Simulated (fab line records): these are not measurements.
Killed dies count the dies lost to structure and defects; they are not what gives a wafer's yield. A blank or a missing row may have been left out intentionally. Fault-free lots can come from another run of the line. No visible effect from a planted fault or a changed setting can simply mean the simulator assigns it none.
fab line records + flow nand-harc
record
- lots=11
- wafers=33
- last-day=33
route steps=1302 shown A_CONTACT@1056 END@1302
lots with no fault: from the same line, run without faults
start-h: start of the lot's first displayed wafer, in hours after the record's first day + wait-h: hours since the lot's step before + " repeats the value in the row above + L1.1+2: one row covering several wafers at once + - no value present, or no start provided + * or withheld: withheld + < > ~ a bound
route shown NAME@n: names a module that has steps shown in the file, with the first one's number in the route + usual: average and standard deviation across the fault-free wafers + same: alike in all rows + chamber/n: place in a boat + sites: each site's reading + _std_site: standard deviation of those values + _edge_site: outer sites' mean less inner sites' + radius-mm: how far each site lies from the wafer's centre + mask NAME#n: copy n + behind: tool/chamber where the wafer was last shaped + hold: why the lot went on hold/how many hours it stayed there/how the hold came to an end + device: names the non-switching transistor (n, p or np) + end of line: the route-end tests of the same wafers + for a step that has no rows: nothing shown but its recipe + killed: not the wafer's yield, but the dies lost to structure and defects at the first sort + map: dies across one wafer; x = killed, . = not, _ = none there
set.NAME: the setting that was run; set.NAME@STEP: the one run at that earlier step + model.NAME: the simulator's own value behind a step, which no gauge read
a sample of lots followed through the steps of the route, with each step as a table and each wafer as a row
services: the hour from which a tool's chamber was out of use, counted from the record's first day as start-h (under 0 if before that day), plus the number of hours and why
## steps
# step NHARC_A_CONTACT_ETCH_133
# recipe
- source-w=withheld
- pressure-mtorr=20
- bias-v=400
- time-s=374
- target-depth-a=16100
- ar-flow-sccm=withheld
- c4f8-flow-sccm=11.5
- o2-flow-sccm=7.2
- chemistry=C4F8/O2/Ar
| lot.wafer | tool            | chamber | start-h | wait-h | rf-hours-counter-h |
|-----------|-----------------|---------|---------|--------|--------------------|
| L203.2    | har-cap-etch-02 | 1       | 501.16  | 0.2    | 86                 |
| L203.6    | "               | 0       | "       | "      | -                  |
| L203.5    | "               | 1       | "       | "      | -                  |
| L207.1    | har-cap-etch-03 | 0       | 540.14  | 0.1    | 48                 |
| L207.2    | "               | 1       | "       | "      | 48                 |
| L207.5    | "               | 0       | "       | "      | -                  |
| L208.2    | har-cap-etch-01 | 1       | 557.16  | 0.1    | 10                 |
| L208.3    | "               | 0       | "       | "      | -                  |
| L208.6    | "               | 0       | "       | "      | -                  |
| L211.2    | har-cap-etch-01 | 0       | 580.01  | 0.1    | 14                 |
| L211.1    | "               | 1       | "       | "      | 14                 |
| L211.4    | "               | 1       | "       | "      | -                  |
| L210.1    | har-cap-etch-03 | 0       | 583.44  | 0.1    | 56                 |
| L210.3    | "               | 1       | "       | "      | -                  |
| L210.5    | "               | 1       | "       | "      | -                  |
| L215.1    | har-cap-etch-01 | 0       | 617.82  | 0.2    | 23                 |
| L215.3    | "               | 1       | "       | "      | -                  |
| L215.6    | "               | 1       | "       | "      | -                  |
| L214.2    | har-cap-etch-01 | 0       | 626.93  | 0.1    | 24                 |
| L214.3    | "               | 0       | "       | "      | -                  |
| L214.5    | "               | 1       | "       | "      | -                  |
| L223.2    | har-cap-etch-02 | 0       | 712.40  | 0.2    | 122                |
| L223.3    | "               | 0       | "       | "      | -                  |
| L223.5    | "               | 0       | "       | "      | -                  |
| L224.4    | har-cap-etch-03 | 1       | 712.99  | 0.2    | -                  |
| L224.3    | "               | 0       | "       | "      | -                  |
| L224.5    | "               | 1       | "       | "      | -                  |
| L225.1    | har-cap-etch-03 | 1       | 718.04  | 0.2    | 85                 |
| L225.3    | "               | 0       | "       | "      | -                  |
| L225.5    | "               | 0       | "       | "      | -                  |
| L226.2    | har-cap-etch-03 | 0       | 724.28  | 0.2    | 87                 |
| L226.4    | "               | 0       | "       | "      | -                  |
| L226.6    | "               | 1       | "       | "      | -                  |
# step NHARC_A_CONTACT_DESCUM_13
# recipe
- time-s=3
- o2-flow-sccm=200
- ar-flow-sccm=0
- bias-power-w=0
- chemistry=O2
# usual
- drypump-motor-current-A=5.5/0.47
- oes-product-au=1.001/0.0083
- rf-vpp-V=57.8/0.83
- showerhead-plenum-p-Torr=1.90/0.073
- throttle-valve-pct=11.311/0.0092
| lot.wafer | tool        | chamber | start-h | wait-h | hold                     | drypump-motor-current-A | oes-product-au | rf-hours-counter-h | rf-vpp-V | showerhead-plenum-p-Torr | throttle-valve-pct |
|-----------|-------------|---------|---------|--------|--------------------------|-------------------------|----------------|--------------------|----------|--------------------------|--------------------|
| L203.2    | rie-diel-05 | 0       | 505.69  | 0.1    | -                        | 5.5                     | 1.017          | 16                 | 57.2     | 1.87                     | 11.321             |
| L203.5    | "           | 0       | "       | "      | -                        | 5.5                     | 1.013          | -                  | 58.6     | 1.87                     | 11.330             |
| L203.6    | "           | 1       | "       | "      | -                        | 5.5                     | 1.011          | -                  | 57.9     | 2.01                     | 11.310             |
| L207.1    | rie-diel-05 | 3       | 546.76  | 0.1    | -                        | 4.9                     | 1.012          | 16                 | 56.9     | 1.84                     | 11.316             |
| L207.2    | "           | 0       | "       | "      | -                        | 5.5                     | 1.015          | 23                 | 56.8     | 1.87                     | 11.307             |
| L207.5    | "           | 2       | "       | "      | -                        | 5.8                     | 0.999          | -                  | 55.9     | 1.91                     | 11.302             |
| L208.3    | rie-diel-10 | 1       | 561.84  | 0.1    | -                        | 6.4                     | 1.001          | 49                 | 57.8     | 1.81                     | 11.316             |
| L208.2    | "           | 3       | "       | "      | -                        | 4.6                     | 0.998          | 54                 | 58.7     | 1.91                     | 11.302             |
| L208.6    | "           | 0       | "       | "      | -                        | 5.5                     | 1.008          | -                  | 58.8     | 1.91                     | 11.315             |
| L211.1    | rie-diel-05 | 0       | 586.69  | 0.1    | -                        | 5.5                     | 1.016          | 31                 | 56.7     | 1.87                     | 11.309             |
| L211.2    | "           | 2       | "       | "      | -                        | 5.8                     | 1.000          | 31                 | 57.7     | 1.90                     | 11.307             |
| L211.4    | "           | 0       | "       | "      | -                        | 5.5                     | 1.006          | -                  | 57.7     | 1.87                     | 11.301             |
| L210.3    | rie-diel-05 | 2       | 590.17  | 0.1    | -                        | 5.8                     | 0.998          | 32                 | 57.9     | 1.90                     | 11.311             |
| L210.1    | "           | 3       | "       | "      | -                        | 4.9                     | 1.006          | 25                 | 56.5     | 1.84                     | 11.306             |
| L210.5    | "           | 3       | "       | "      | -                        | 4.9                     | 1.002          | -                  | 57.4     | 1.84                     | 11.320             |
| L215.1    | rie-diel-05 | 0       | 636.04  | 9.0    | await-dispo/8.9h/release | 5.5                     | 0.998          | 1                  | 58.6     | 1.87                     | 11.309             |
| L215.3    | "           | 1       | "       | "      | await-dispo/8.9h/release | 5.5                     | 1.013          | 2                  | 57.1     | 2.00                     | 11.289             |
| L215.6    | "           | 0       | "       | "      | await-dispo/8.9h/release | 5.5                     | 1.001          | -                  | 58.2     | 1.86                     | 11.285             |
| L214.2    | rie-diel-10 | 1       | 643.35  | 8.4    | await-dispo/8.3h/release | 6.4                     | 0.993          | 5                  | 55.9     | 1.80                     | 11.313             |
| L214.3    | "           | 2       | "       | "      | await-dispo/8.3h/release | 6.2                     | 1.008          | 8                  | 56.6     | 2.03                     | 11.321             |
| L214.5    | "           | 0       | "       | "      | await-dispo/8.3h/release | 5.6                     | 0.995          | -                  | 57.5     | 1.90                     | 11.320             |
| L223.2    | rie-diel-05 | 0       | 717.20  | 0.1    | -                        | 5.5                     | 0.980          | 17                 | 57.1     | 1.86                     | 11.320             |
| L223.3    | "           | 2       | "       | "      | -                        | 5.8                     | 0.984          | 19                 | 57.6     | 1.90                     | 11.295             |
| L223.5    | "           | 1       | "       | "      | -                        | 5.5                     | 1.001          | -                  | 58.4     | 2.00                     | 11.301             |
| L224.3    | rie-diel-05 | 3       | 718.28  | 0.1    | -                        | 4.9                     | 1.004          | 18                 | 57.9     | 1.83                     | 11.307             |
| L224.4    | "           | 1       | "       | "      | -                        | 5.5                     | 1.004          | 18                 | 58.2     | 2.00                     | 11.328             |
| L224.5    | "           | 3       | "       | "      | -                        | 4.9                     | 0.998          | -                  | 56.3     | 1.83                     | 11.304             |
| L225.1    | rie-diel-05 | 0       | 723.77  | 0.1    | -                        | 5.5                     | 0.981          | 19                 | 58.3     | 1.86                     | 11.308             |
| L225.3    | "           | 2       | "       | "      | -                        | 5.8                     | 0.986          | 20                 | 57.6     | 1.90                     | 11.299             |
| L225.5    | "           | 0       | "       | "      | -                        | 5.5                     | 0.988          | -                  | 58.9     | 1.86                     | 11.307             |
| L226.2    | rie-diel-05 | 0       | 730.04  | 0.1    | -                        | 5.5                     | 0.994          | 21                 | 58.0     | 1.86                     | 11.315             |
| L226.4    | "           | 1       | "       | "      | -                        | 5.5                     | 1.003          | 22                 | 58.1     | 2.00                     | 11.313             |
| L226.6    | "           | 3       | "       | "      | -                        | 4.9                     | 0.996          | -                  | 56.8     | 1.83                     | 11.301             |
# step NHARC_A_CONTACT_ETCH_88
# recipe
- target-depth-a=390
- over-etch-frac=0.3
- time-s=65
- ion-energy-ev=80
- cf4-flow-sccm=150
- ar-flow-sccm=0
- rf-w=300
- bias-w=100
- chemistry=CF4
# usual
- cf4-flow-sccm=150.0/0.43
- drypump-motor-current-A=5.5/0.46
- oes-product-au=0.999/0.0098
- rf-vpp-V=151.1/1.1
- showerhead-plenum-p-Torr=1.76/0.062
- throttle-valve-pct=13.283/0.0085
# same
- over-etch-frac=0.3
| lot.wafer | tool        | chamber | start-h | wait-h | cf4-flow-sccm | drypump-motor-current-A | oes-product-au | rf-hours-counter-h | rf-vpp-V | showerhead-plenum-p-Torr | throttle-valve-pct |
|-----------|-------------|---------|---------|--------|---------------|-------------------------|----------------|--------------------|----------|--------------------------|--------------------|
| L203.2    | rie-diel-05 | 0       | 505.79  | 0.1    | 149.7         | 5.5                     | 1.010          | 16                 | 152.7    | 1.73                     | 13.280             |
| L203.5    | "           | 1       | "       | "      | 149.8         | 5.5                     | 1.008          | -                  | 153.1    | 1.85                     | 13.305             |
| L203.6    | "           | 2       | "       | "      | 150.4         | 5.8                     | 0.997          | -                  | 149.1    | 1.76                     | 13.279             |
| L207.2    | rie-diel-05 | 0       | 546.84  | 0.1    | 150.2         | 5.5                     | 1.018          | 23                 | 149.8    | 1.73                     | 13.286             |
| L207.1    | "           | 1       | "       | "      | 150.4         | 5.5                     | 0.995          | 24                 | 151.3    | 1.85                     | 13.282             |
| L207.5    | "           | 1       | "       | "      | 149.9         | 5.5                     | 1.016          | -                  | 150.7    | 1.85                     | 13.287             |
| L208.3    | rie-diel-10 | 3       | 561.92  | 0.1    | 149.6         | 4.6                     | 1.001          | 54                 | 151.5    | 1.77                     | 13.271             |
| L208.2    | "           | 0       | "       | "      | 149.9         | 5.5                     | 1.006          | 41                 | 153.2    | 1.77                     | 13.287             |
| L208.6    | "           | 0       | "       | "      | 149.6         | 5.5                     | 0.996          | -                  | 152.4    | 1.76                     | 13.289             |
| L211.2    | rie-diel-05 | 0       | 586.78  | 0.1    | 150.1         | 5.5                     | 1.001          | 31                 | 151.9    | 1.73                     | 13.285             |
| L211.1    | "           | 3       | "       | "      | 150.3         | 4.9                     | 0.990          | 24                 | 150.3    | 1.71                     | 13.275             |
| L211.4    | "           | 3       | "       | "      | 149.8         | 4.9                     | 1.006          | -                  | 150.5    | 1.71                     | 13.276             |
| L210.1    | rie-diel-05 | 3       | 590.27  | 0.1    | 150.3         | 4.9                     | 0.996          | 25                 | 150.4    | 1.71                     | 13.284             |
| L210.3    | "           | 0       | "       | "      | 149.7         | 5.5                     | 1.008          | 32                 | 151.0    | 1.73                     | 13.275             |
| L210.5    | "           | 2       | "       | "      | 150.9         | 5.8                     | 0.999          | -                  | 151.5    | 1.76                     | 13.271             |
| L215.3    | rie-diel-05 | 0       | 636.17  | 0.1    | 150.0         | 5.5                     | 0.985          | 1                  | 150.5    | 1.73                     | 13.288             |
| L215.1    | "           | 2       | "       | "      | 150.3         | 5.8                     | 0.991          | 1                  | 152.6    | 1.76                     | 13.290             |
| L215.6    | "           | 3       | "       | "      | 149.5         | 4.8                     | 0.988          | -                  | 148.9    | 1.70                     | 13.281             |
| L214.2    | rie-diel-10 | 3       | 643.43  | 0.1    | 150.0         | 4.6                     | 0.992          | 7                  | 152.9    | 1.76                     | 13.309             |
| L214.3    | "           | 0       | "       | "      | 149.6         | 5.5                     | 0.997          | 7                  | 152.2    | 1.76                     | 13.296             |
| L214.5    | "           | 3       | "       | "      | 149.6         | 4.6                     | 1.000          | -                  | 150.6    | 1.76                     | 13.286             |
| L223.2    | rie-diel-05 | 0       | 717.29  | 0.1    | 149.6         | 5.5                     | 0.983          | 17                 | 150.6    | 1.72                     | 13.274             |
| L223.3    | "           | 3       | "       | "      | 149.3         | 4.9                     | 1.000          | 18                 | 150.6    | 1.70                     | 13.270             |
| L223.5    | "           | 1       | "       | "      | 149.4         | 5.5                     | 0.988          | -                  | 152.2    | 1.84                     | 13.283             |
| L224.4    | rie-diel-05 | 2       | 718.36  | 0.1    | 150.2         | 5.8                     | 0.991          | 19                 | 152.9    | 1.75                     | 13.276             |
| L224.3    | "           | 0       | "       | "      | 148.9         | 5.5                     | 0.987          | 17                 | 149.0    | 1.72                     | 13.298             |
| L224.5    | "           | 2       | "       | "      | 149.6         | 5.8                     | 0.988          | -                  | 152.7    | 1.75                     | 13.281             |
| L225.1    | rie-diel-05 | 0       | 723.86  | 0.1    | 149.8         | 5.5                     | 0.988          | 19                 | 150.5    | 1.72                     | 13.295             |
| L225.3    | "           | 2       | "       | "      | 150.5         | 5.8                     | 0.985          | 20                 | 151.3    | 1.75                     | 13.297             |
| L225.5    | "           | 0       | "       | "      | 149.8         | 5.5                     | 0.987          | -                  | 149.6    | 1.72                     | 13.287             |
| L226.2    | rie-diel-05 | 2       | 730.13  | 0.1    | 149.3         | 5.8                     | 0.994          | 22                 | 150.1    | 1.75                     | 13.284             |
| L226.4    | "           | 3       | "       | "      | 149.8         | 4.9                     | 0.989          | 21                 | 150.9    | 1.70                     | 13.287             |
| L226.6    | "           | 0       | "       | "      | 150.3         | 5.5                     | 0.983          | -                  | 151.3    | 1.72                     | 13.295             |
# step NHARC_A_CONTACT_ETCH_134
# recipe
- source-w=withheld
- pressure-mtorr=20
- bias-v=withheld
- time-s=140
- target-depth-a=7000
- ar-flow-sccm=withheld
- c4f8-flow-sccm=withheld
- o2-flow-sccm=withheld
- chemistry=C4F8/O2/Ar
| lot.wafer | tool            | chamber | start-h | wait-h | rf-hours-counter-h |
|-----------|-----------------|---------|---------|--------|--------------------|
| L203.2    | har-cap-etch-02 | 1       | 506.86  | -      | 86                 |
| L203.5    | "               | 0       | "       | "      | -                  |
| L203.6    | "               | 1       | "       | "      | -                  |
| L207.2    | har-cap-etch-01 | 1       | 547.88  | -      | 7                  |
| L207.1    | "               | 0       | "       | "      | 7                  |
| L207.5    | "               | 1       | "       | "      | -                  |
| L208.2    | har-cap-etch-03 | 0       | 562.96  | -      | 51                 |
| L208.3    | "               | 1       | "       | "      | -                  |
| L208.6    | "               | 0       | "       | "      | -                  |
| L211.2    | har-cap-etch-03 | 0       | 588.03  | -      | 57                 |
| L211.1    | "               | 1       | "       | "      | 57                 |
| L211.4    | "               | 1       | "       | "      | -                  |
| L210.1    | har-cap-etch-02 | 0       | 591.49  | -      | 102                |
| L210.3    | "               | 1       | "       | "      | -                  |
| L210.5    | "               | 1       | "       | "      | -                  |
| L215.1    | har-cap-etch-02 | 1       | 637.39  | -      | 109                |
| L215.3    | "               | 0       | "       | "      | -                  |
| L215.6    | "               | 1       | "       | "      | -                  |
| L214.2    | har-cap-etch-03 | 1       | 645.72  | -      | 68                 |
| L214.3    | "               | 0       | "       | "      | -                  |
| L214.5    | "               | 0       | "       | "      | -                  |
| L223.2    | har-cap-etch-02 | 1       | 718.32  | -      | 124                |
| L223.3    | "               | 0       | "       | "      | -                  |
| L223.5    | "               | 0       | "       | "      | -                  |
| L224.3    | har-cap-etch-01 | 0       | 719.47  | -      | -                  |
| L224.4    | "               | 1       | "       | "      | -                  |
| L224.5    | "               | 0       | "       | "      | -                  |
| L225.1    | har-cap-etch-02 | 1       | 724.92  | -      | 125                |
| L225.3    | "               | 1       | "       | "      | -                  |
| L225.5    | "               | 0       | "       | "      | -                  |
| L226.2    | har-cap-etch-02 | 0       | 731.16  | -      | 126                |
| L226.4    | "               | 1       | "       | "      | -                  |
| L226.6    | "               | 0       | "       | "      | -                  |
# step NHARC_A_CONTACT_ETCH_136
# recipe
- source-w=withheld
- pressure-mtorr=20
- bias-v=1200
- time-s=311
- target-depth-a=19120
- ar-flow-sccm=withheld
- c4f8-flow-sccm=withheld
- o2-flow-sccm=withheld
- chemistry=C4F8/O2/Ar
| lot.wafer | tool            | chamber | start-h | wait-h | rf-hours-counter-h |
|-----------|-----------------|---------|---------|--------|--------------------|
| L203.2    | har-cap-etch-02 | 1       | 507.34  | 0.2    | 86                 |
| L203.5    | "               | 0       | "       | "      | -                  |
| L203.6    | "               | 1       | "       | "      | -                  |
| L207.2    | har-cap-etch-01 | 1       | 548.50  | 0.3    | 8                  |
| L207.1    | "               | 0       | "       | "      | 8                  |
| L207.5    | "               | 1       | "       | "      | -                  |
| L208.2    | har-cap-etch-03 | 0       | 563.44  | 0.2    | 52                 |
| L208.3    | "               | 1       | "       | "      | -                  |
| L208.6    | "               | 0       | "       | "      | -                  |
| L211.2    | har-cap-etch-03 | 0       | 588.50  | 0.2    | 57                 |
| L211.1    | "               | 1       | "       | "      | 57                 |
| L211.4    | "               | 1       | "       | "      | -                  |
| L210.1    | har-cap-etch-02 | 0       | 591.96  | 0.2    | 102                |
| L210.3    | "               | 1       | "       | "      | -                  |
| L210.5    | "               | 1       | "       | "      | -                  |
| L215.1    | har-cap-etch-02 | 1       | 638.02  | 0.3    | 109                |
| L215.3    | "               | 0       | "       | "      | -                  |
| L215.6    | "               | 1       | "       | "      | -                  |
| L214.2    | har-cap-etch-03 | 1       | 646.20  | 0.2    | 69                 |
| L214.3    | "               | 0       | "       | "      | -                  |
| L214.5    | "               | 0       | "       | "      | -                  |
| L223.2    | har-cap-etch-02 | 1       | 718.79  | 0.2    | 124                |
| L223.3    | "               | 0       | "       | "      | -                  |
| L223.5    | "               | 0       | "       | "      | -                  |
| L224.3    | har-cap-etch-01 | 0       | 719.96  | 0.2    | -                  |
| L224.4    | "               | 1       | "       | "      | -                  |
| L224.5    | "               | 0       | "       | "      | -                  |
| L225.1    | har-cap-etch-02 | 1       | 725.40  | 0.2    | 126                |
| L225.3    | "               | 1       | "       | "      | -                  |
| L225.5    | "               | 0       | "       | "      | -                  |
| L226.2    | har-cap-etch-02 | 0       | 731.63  | 0.2    | 127                |
| L226.4    | "               | 1       | "       | "      | -                  |
| L226.6    | "               | 0       | "       | "      | -                  |
# step NHARC_END_SORT_01
# recipe
- temp-c=25
# usual
- killed-at-array=59/20
- killed-at-other=0.8/1
- killed-at-periphery=3.2/2.1
- killed-dies=63/21
- killed-open=3.0/1.9
- killed-short=2.3/1.5
# same
- gross-dies=677
| lot.wafer | tool      | chamber | start-h | wait-h | killed-at-array | killed-at-other | killed-at-periphery | killed-dies | killed-open | killed-short |
|-----------|-----------|---------|---------|--------|-----------------|-----------------|---------------------|-------------|-------------|--------------|
| L215.1    | prober-01 | 0       | 703.40  | 2.5    | 182             | 1               | 1                   | 184         | 1           | 1            |
| L215.3    | prober-01 | 0       | 705.00  | 3.1    | 178             | 0               | 0                   | 178         | 2           | 1            |
| L215.6    | prober-01 | 0       | 707.39  | 4.0    | 174             | 0               | 3                   | 177         | 5           | 1            |
| L214.2    | prober-01 | 0       | 713.27  | 2.8    | 156             | 0               | 4                   | 160         | 5           | 2            |
| L214.3    | prober-01 | 0       | 714.06  | 3.1    | 135             | 0               | 3                   | 138         | 2           | 1            |
| L214.5    | prober-01 | 0       | 715.65  | 3.7    | 137             | 2               | 6                   | 145         | 2           | 1            |
# killed by level:class
L215.1 A_CONTACT:unspecified=84 A_CHANNEL_HOLE_D1:chamber-film-flake=28 A_SLIT:chamber-film-flake=27 A_CHANNEL_HOLE_D2:chamber-film-flake=18 A_STAIRCASE:chamber-film-flake=9 A_CONTACT:chamber-film-flake=7 A_SGD_CUT:chamber-film-flake=3 A_M1:chamber-film-flake=3
L215.3 A_CONTACT:unspecified=91 A_CHANNEL_HOLE_D1:chamber-film-flake=29 A_SLIT:chamber-film-flake=23 A_CHANNEL_HOLE_D2:chamber-film-flake=13 A_STAIRCASE:chamber-film-flake=6 A_CONTACT:chamber-film-flake=4 A_SGD_CUT:chamber-film-flake=3 A_M1:chamber-film-flake=3
L215.6 A_CONTACT:unspecified=97 A_CHANNEL_HOLE_D1:chamber-film-flake=30 A_SLIT:chamber-film-flake=24 A_CHANNEL_HOLE_D2:chamber-film-flake=6 A_STAIRCASE:chamber-film-flake=4 A_DECK1_JOINT:geometric-particle:open=3 A_CHANNEL_FILL_D2:chamber-film-flake=3 A_SGD_CUT:chamber-film-flake=3
L214.2 A_CONTACT:unspecified=88 A_SLIT:chamber-film-flake=30 A_CONTACT:chamber-film-flake=10 A_CHANNEL_HOLE_D1:chamber-film-flake=7 A_STAIRCASE:chamber-film-flake=5 A_CHANNEL_FILL_D2:chamber-film-flake=3 A_SGD_CUT:chamber-film-flake=3 A_WL_FILL:chamber-film-flake=2
L214.3 A_CONTACT:unspecified=85 A_SLIT:chamber-film-flake=27 A_CHANNEL_HOLE_D1:chamber-film-flake=10 A_CONTACT:chamber-film-flake=5 A_STAIRCASE:chamber-film-flake=3 P_CONTACT:chamber-film-flake=2 A_ONON_D1:geometric-particle:short=1 A_SGD_CUT:geometric-particle:open=1
L214.5 A_CONTACT:unspecified=95 A_SLIT:chamber-film-flake=25 A_CONTACT:chamber-film-flake=5 A_SGD_CUT:chamber-film-flake=4 A_CHANNEL_HOLE_D1:chamber-film-flake=3 P_ZERO_WELL:chamber-film-flake=2 A_CHANNEL_HOLE_D2:chamber-film-flake=2 A_STAIRCASE:chamber-film-flake=2
## services
| tool            | chamber | start-h | hours | kind   |
|-----------------|---------|---------|-------|--------|
| rie-diel-10     | -       | 485.03  | 0.4   | repair |
| rie-diel-05     | 0       | 487.25  | -     | clean  |
| rie-diel-05     | 1       | 487.25  | -     | clean  |
| rie-diel-05     | 2       | 487.25  | -     | clean  |
| rie-diel-05     | 3       | 487.25  | -     | clean  |
| har-cap-etch-01 | -       | 497.06  | 17.0  | pm     |
| rie-diel-05     | 0       | 511.76  | -     | clean  |
| rie-diel-05     | 1       | 511.76  | -     | clean  |
| rie-diel-05     | 2       | 511.76  | -     | clean  |
| rie-diel-05     | 3       | 511.76  | -     | clean  |
| rie-diel-05     | 0       | 536.26  | -     | clean  |
| rie-diel-05     | 1       | 536.26  | -     | clean  |
| rie-diel-05     | 2       | 536.26  | -     | clean  |
| rie-diel-05     | 3       | 536.26  | -     | clean  |
| rie-diel-05     | 0       | 560.76  | -     | clean  |
| rie-diel-05     | 1       | 573.90  | 24.5  | repair |
| har-cap-etch-01 | -       | 594.01  | 2.2   | repair |
| rie-diel-10     | -       | 598.42  | 9.0   | pm     |
| rie-diel-05     | -       | 606.25  | 9.0   | pm     |
| rie-diel-10     | -       | 643.79  | 0.8   | repair |
| rie-diel-05     | -       | 659.51  | 10.5  | repair |
| har-cap-etch-01 | -       | 682.50  | 2.5   | repair |
| rie-diel-10     | 2       | 687.34  | 5.2   | repair |
| rie-diel-05     | 2       | 687.88  | 1.9   | repair |
## key
first-sign
- step=NHARC_END_SORT_01
- reading=killed-at-array
- direction=up
- sigmas=4.9
- usual=59
- struck=160
effect
- step=NHARC_END_SORT_01
- reading=killed-dies
- direction=up
- sigmas=4.9
- usual=63
- struck=164
more-kills-born-at
- NHARC_A_CONTACT_ETCH_133@har-cap-etch-01=540
met-at NHARC_A_CONTACT_ETCH_133
struck-lots L214,L215
tester-left-out L214,L215
not-acting-at NHARC_A_CONTACT_ETCH_88,NHARC_A_CONTACT_ETCH_134,NHARC_A_CONTACT_ETCH_136
onset-between 580.01 617.82
fault
- kind=chamber-particle-source
- tool=har-cap-etch-01
- chamber=-
- onset-h=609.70
- steps=NHARC_A_CONTACT_ETCH_133
- rate-per-visit-cm2=1.4814
- end-h=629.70
# tester-left-out: of these lots the tester's yield and bins aren't shown, on N5 and GAA mostly nor the transistor test; their killed dies are dies lost to structure and defects alone, not to doping, threshold or leakage, so they don't give the yield
